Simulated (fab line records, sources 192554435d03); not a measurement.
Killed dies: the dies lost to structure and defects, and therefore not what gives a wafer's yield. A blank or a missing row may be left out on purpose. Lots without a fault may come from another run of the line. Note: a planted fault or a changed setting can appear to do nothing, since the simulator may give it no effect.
Which of the tools did it? ; flow n5_finfet ; 12 lots with 33 wafers sampled at 4 steps, on a route of 1938 steps

== WHAT EACH GAUGE READ, for each wafer ==
No reading from a measuring or inspecting step in the record can be judged against a usual standard deviation.

== WHICH TOOL RAN EACH LOT (tool, then ch and the chambers of the sampled wafers, then the start) ==
lot;N5_DUMMY_GATE_ETCH_23;N5_SPACER0_ALD_08;N5_SD_EPI_N_COAT_33;N5_SD_EPI_N_DESCUM_14
L452;rie_si-04 ch 2,3, day 3 04:59;ald_sin-03 ch 0,2,3, day 3 05:53;litho_track-04 ch 0, day 3 06:05;rie_diel-06 ch 1,2, day 3 06:32
L455;rie_si-01 ch 0,1, day 3 22:35;ald_sin-04 ch 0,1,3, day 3 23:32;litho_track-01 ch 0, day 3 23:43;rie_diel-06 ch 0,2,3, day 4 00:04
L457;rie_si-02 ch 1,3, day 4 11:22;ald_sin-04 ch 0,1, day 4 12:29;litho_track-01 ch 0, day 4 12:44;rie_diel-01 ch 0,1,3, day 4 13:04
L464;rie_si-04 ch 0,1,2, day 6 06:32;ald_sin-01 ch 0,1,2, day 6 07:26;litho_track-03 ch 0, day 6 08:00;rie_diel-05 ch 0,1,2, day 6 08:38
L465;rie_si-01 ch 2,3, day 6 09:56;ald_sin-01 ch 0,2,3, day 6 10:50;litho_track-04 ch 0, day 6 11:02;rie_diel-05 ch 0,1,2, day 6 12:09
L467;rie_si-02 ch 1,3, day 6 23:26;ald_sin-01 ch 0,2, day 7 00:20;litho_track-01 ch 0, day 7 00:32;rie_diel-01 ch 0,1, day 7 01:40
L468;rie_si-01 ch 0,3, day 7 04:14;ald_sin-03 ch 0,1,2, day 7 05:08;litho_track-01 ch 0, day 7 05:19;rie_diel-01 ch 0,3, day 7 06:15
L469;rie_si-02 ch 1,3, day 7 14:46;ald_sin-04 ch 0,1,3, day 7 15:40;litho_track-03 ch 0, day 7 15:51;rie_diel-01 ch 0,2,3, day 7 16:11
L470;rie_si-01 ch 0,1, day 7 20:20;ald_sin-03 ch 2,3, day 7 21:34;litho_track-01 ch 0, day 7 21:46;rie_diel-01 ch 2,3, day 7 22:13
L471;rie_si-01 ch 0,1,2, day 8 01:05;ald_sin-01 ch 0,1,2, day 8 01:59;litho_track-03 ch 0, day 8 02:11;rie_diel-01 ch 0,3, day 8 02:31
L472;rie_si-02 ch 1,3, day 8 09:10;ald_sin-03 ch 0,1, day 8 10:26;litho_track-04 ch 0, day 8 10:37;rie_diel-06 ch 0,1,2, day 8 11:00
L473;rie_si-04 ch 0,2, day 8 16:08;ald_sin-03 ch 3, day 8 18:51;litho_track-01 ch 0, day 8 19:02;rie_diel-06 ch 0,2, day 8 19:31
- N5_DUMMY_GATE_ETCH_23: etches poly-Si in HBr/Cl2/O2, target depth 41 nm, time 22.3 s.
- N5_SPACER0_ALD_08: deposits SiNx, target thk 2 nm.
- N5_SD_EPI_N_COAT_33: time 60 s, resist thk 35 nm.
- N5_SD_EPI_N_DESCUM_14: chemistry O2, time 7.9 s.

== AS READ BY THE TOOLS THEMSELVES (means over the sampled wafers that have a number; for cases with no such wafer, the mark the record gives instead) ==
N5_DUMMY_GATE_ETCH_23.
lot;tool;drypump_motor_current_A (A);oes_product_au (a.u.);throttle_valve_pct (%)
L452;rie_si-04;5.9;1.004;37.2
L455;rie_si-01;5.4;1.006;37.2
L457;rie_si-02;6.2;0.998;36.7
L464;rie_si-04;6.1;0.980;37.3
L465;rie_si-01;6.3;0.984;37.6
L467;rie_si-02;6.2;1.002;36.9
L468;rie_si-01;6.1;0.984;37.7
L469;rie_si-02;6.1;1.000;36.7
L470;rie_si-01;5.3;1.011;37.2
L471;rie_si-01;5.7;1.013;37.2
L472;rie_si-02;6.1;1.019;36.9
L473;rie_si-04;5.8;0.978;37.3

N5_SPACER0_ALD_08.
lot;tool;heater_power_w (W)
L452;ald_sin-03;809
L455;ald_sin-04;821
L457;ald_sin-04;771
L464;ald_sin-01;835
L465;ald_sin-01;871
L467;ald_sin-01;836
L468;ald_sin-03;858
L469;ald_sin-04;808
L470;ald_sin-03;800
L471;ald_sin-01;825
L472;ald_sin-03;848
L473;ald_sin-03;740

N5_SD_EPI_N_COAT_33.
lot;tool;resist_line_temp_C (C);spin_speed_rpm (rpm)
L452;litho_track-04;22.93;1499.6
L455;litho_track-01;23.09;1593.4
L457;litho_track-01;23.10;1594.0
L464;litho_track-03;23.09;1500.4
L465;litho_track-04;22.85;1499.5
L467;litho_track-01;22.93;1500.4
L468;litho_track-01;23.03;1500.0
L469;litho_track-03;23.04;1501.5
L470;litho_track-01;22.95;1499.9
L471;litho_track-03;23.03;1499.5
L472;litho_track-04;23.07;1499.3
L473;litho_track-01;23.05;1500.8

N5_SD_EPI_N_DESCUM_14.
lot;tool;drypump_motor_current_A (A);oes_product_au (a.u.);rf_vpp_V (V);showerhead_plenum_p_Torr (Torr);throttle_valve_pct (%)
L452;rie_diel-06;5.6;0.87;243.7;2.15;20.25
L455;rie_diel-06;5.2;0.79;244.3;2.17;20.51
L457;rie_diel-01;5.7;0.84;244.5;2.16;20.48
L464;rie_diel-05;5.8;0.89;242.1;2.08;20.37
L465;rie_diel-05;5.8;0.89;242.4;2.07;20.36
L467;rie_diel-01;5.8;0.86;244.8;2.13;20.43
L468;rie_diel-01;5.5;0.81;243.6;2.16;20.50
L469;rie_diel-01;5.3;0.84;243.3;2.16;20.48
L470;rie_diel-01;5.2;0.81;244.4;2.17;20.51
L471;rie_diel-01;5.5;0.74;244.7;2.16;20.61
L472;rie_diel-06;5.6;0.77;242.7;2.09;20.43
L473;rie_diel-06;5.3;0.79;243.9;2.16;20.45

== THE ANSWER, worked out from the rows above alone ==
Rule: what is usual is taken from the lots themselves. The widest of any qualifying gaps counts: lots, ordered by their means at a reading, are off when they make up no more than a third of the lots, leave a main group of 4 or more, and stand apart from it by 3 or more times the standard deviation of that group's means. If all means in a main group match to the digits the tables above print for the reading, that group is not used. A lot without any number at a reading at which 4 lots or more have one is off too. All remaining lots with rows at the step are treated as sound. First the gauges in route order, then the tools' own readings, where a lot's mean is used as printed above. At the first step where some lot is off, the reading lying furthest off is the one used; lots without a number count as furthest.
Off: L455, L457, at N5_SD_EPI_N_COAT_33 (spin_speed_rpm). The main group: mean 1500.1 rpm, standard deviation 0.65.
If a tool, at that step or one of the process steps before it, ran each lot that is off and ran no sound lot following the first of them, it fits. None of those tried fits.

== WHAT THE SIMULATOR HAD INSERTED ==
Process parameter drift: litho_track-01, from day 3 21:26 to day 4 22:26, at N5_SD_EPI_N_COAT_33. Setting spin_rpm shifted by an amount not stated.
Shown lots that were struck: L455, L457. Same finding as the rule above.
